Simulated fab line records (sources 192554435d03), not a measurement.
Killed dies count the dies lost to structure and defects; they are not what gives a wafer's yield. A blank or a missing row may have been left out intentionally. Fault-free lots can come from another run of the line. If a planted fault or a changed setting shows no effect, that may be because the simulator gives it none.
Comparing a struck lot with a sound one / flow n5-finfet / 16 steps out of a route of 1938
Sound: wafers L989.3, L989.4, L989.5. Struck: wafer L999.1 (L999.5, L999.6, from the same lot, were not struck and are left out); the cause is given at the end.
Per side, at each step with rows, come the tool, then ch with its chambers, and then its first start. Under that, the readings that differ: sound wafers / struck wafers / difference of the means / sigmas: that difference in standard deviations of wafers without a fault.
alike: words and numbers the same on both sides, and readings whose means are apart by under 2 such deviations; not compared: readings that were withheld, readings missing a value for some wafer, numbers with overlapping values and no deviation given by the record, and bounds like >300 which may hide the same value.
Wherever a step has rows on one side only, a row that says differs or no value, or a row with sigmas, the two part there. Non-overlapping numbers with no deviation appear without sigmas and do not part them. A reading that every wafer of one side lacks parts them only if that side has two wafers or more.

first, 2 steps without rows for these wafers: N5_BEOL_M4_PEB_09 (peb time 60 s); N5_BEOL_M4_DEVELOP_10 (develop time 30 s).
N5_BEOL_M4_CD_MEAS_11: target cd 16.79 nm.
  sound on cd-sem-03 ch 0, day 9 01:41; struck on cd-sem-01 ch 0, day 11 17:43
  alike: cd-nm
N5_BEOL_M4_OVL_MEAS_12:
  sound on overlay-01 ch 0, day 9 01:43; struck on overlay-02 ch 0, day 11 17:45
  alike: M4_OVL
N5_BEOL_M4_INSPECT_13: inspects for defects (brightfield).
  sound on defect-inspect-02, day 9 01:46; struck on defect-inspect-02, day 11 17:49
  alike: raw-defect-count
N5_BEOL_M4_DESCUM_16: chemistry O2, time 7 s.
  sound on rie-diel-05 ch 0,2,3, day 9 01:48; struck on rie-diel-04 ch 3, day 11 17:50
  alike: bias-power-w, drypump-motor-current-A, oes-product-au, rf-vpp-V, showerhead-plenum-p-Torr, throttle-valve-pct
  not compared: rf-hours-counter-h
N5_BEOL_M4_ETCH_74: etches underlayer in N2/H2, target depth 6.5 nm, time 5.2 s.
  sound on rie-diel-05 ch 0,2,3, day 9 01:50; struck on rie-diel-04 ch 3, day 11 17:53
reading=n2-flow-sccm (sccm); sound=200.8 200.5 201.1; struck=198.6; difference=-2.2; sigmas=-4
  alike: drypump-motor-current-A, etch-rf-on-time-s, oes-product-au, rf-vpp-V, showerhead-plenum-p-Torr, throttle-valve-pct
  not compared: rf-hours-counter-h
N5_BEOL_M4_ETCH_63: etches SiARC in CF4, target depth 15.6 nm, time 26 s.
  sound on rie-diel-05 ch 0,2,3, day 9 01:51; struck on rie-diel-04 ch 3, day 11 17:54
  alike: drypump-motor-current-A, etch-rf-on-time-s, oes-product-au, rf-vpp-V, showerhead-plenum-p-Torr, throttle-valve-pct
  not compared: rf-hours-counter-h
N5_BEOL_M4_ETCH_64: etches SOC in N2/H2, target depth 75 nm, overetch 22.5 nm, time 121.9 s.
  sound on rie-diel-05 ch 0,2,3, day 9 01:53; struck on rie-diel-04 ch 3, day 11 17:55
  alike: drypump-motor-current-A, n2-flow-sccm, oes-product-au, rf-vpp-V, showerhead-plenum-p-Torr, throttle-valve-pct
  not compared: rf-hours-counter-h
then, 3 steps without rows for these wafers: N5_BEOL_M4_STRIP_65 (strips in N2/H2); N5_BEOL_M4_STRIP_75 (strips in N2/H2); N5_BEOL_M4_STRIP_66 (strips in CF4).
N5_BEOL_M4_HM_OPEN_17: chemistry Cl2/BCl3, target TiN, target depth 20 nm, overetch 6 nm.
  sound on rie-metal-01 ch 0,1, day 9 02:05; struck on rie-metal-01 ch 1, day 11 18:06
reading=rf-hours-counter-h (h); sound=- - -; struck=46; difference=no value on the sound wafers; sigmas=
reading=model.SOC_of_BEOL_M4_COAT_61.thk-nm (nm); sound=52.4 52.2 52.2; struck=54.4; difference=+2.1; sigmas=
  alike: drypump-motor-current-A, oes-product-au, throttle-valve-pct
N5_BEOL_M4_STRIP_19: strips in O2.
  sound on rie-diel-05 ch 0,3, day 9 02:16; struck on rie-diel-04 ch 3, day 11 18:18
  alike: drypump-motor-current-A, oes-product-au, rf-vpp-V, showerhead-plenum-p-Torr, throttle-valve-pct
  not compared: rf-hours-counter-h
N5_BEOL_M4_RC_MEAS_101:
  sound on prober-02 ch 0, day 9 16:00; struck on prober-02 ch 0, day 12 15:35
reading=ION_N (uA/um); sound=642 656 637; struck=675; difference=+30; sigmas=+2
reading=ION_P (uA/um); sound=438 449 447; struck=469; difference=+24; sigmas=+3
  alike: DIBL_N, DIBL_P, IOFF_N, IOFF_P, SS_N, SS_P, VT_N, VT_P
-- record jumps: 5 days separate the struck wafers' starts on either side; left off in module BEOL_M4, taken up again in module PASSIVATION, whose first shown step is the route's number 1936 --
N5_PASSIVATION_PROBE_49:
  sound on prober-02, day 14 10:56; struck on prober-02, day 17 23:10
reading=defect-limited-yield (%); sound=89.9 89.4 86.9; struck=92.1; difference=+3.4; sigmas=+2
reading=killed_at_M4_up; sound=8 4 6; struck=18; difference=+12; sigmas=+2
reading=killed-at-contacts; sound=36 29 38; struck=6; difference=-28; sigmas=-4
reading=killed-dies; sound=119 125 154; struck=93; difference=-40; sigmas=-2
reading=killed-on-rim; sound=20 21 21; struck=9; difference=-12; sigmas=-3
reading=killed-short; sound=27 43 45; struck=19; difference=-19; sigmas=-3
reading=sort_bin_6_memory (%); sound=4.4 4.2 4.6; struck=2.9; difference=-1.5; sigmas=-2
reading=sort_bin_8_speed (%); sound=0.42 0 0.08; struck=0; difference=+0; sigmas=-4
reading=sort-n-pass; sound=1056 1055 1026; struck=1087; difference=+41; sigmas=+2
reading=sort-yield-pct (%); sound=89.5 89.4 86.9; struck=92.1; difference=+3.5; sigmas=+2
  alike: killed_at_M0_to_M3, killed-at-front-end, killed-at-other, killed-open, sort_bin_5_function

WHERE THEY PART
At N5_BEOL_M4_ETCH_74 first; at N5_PASSIVATION_PROBE_49 last (within this record only).

WHY: whatever the simulator had introduced
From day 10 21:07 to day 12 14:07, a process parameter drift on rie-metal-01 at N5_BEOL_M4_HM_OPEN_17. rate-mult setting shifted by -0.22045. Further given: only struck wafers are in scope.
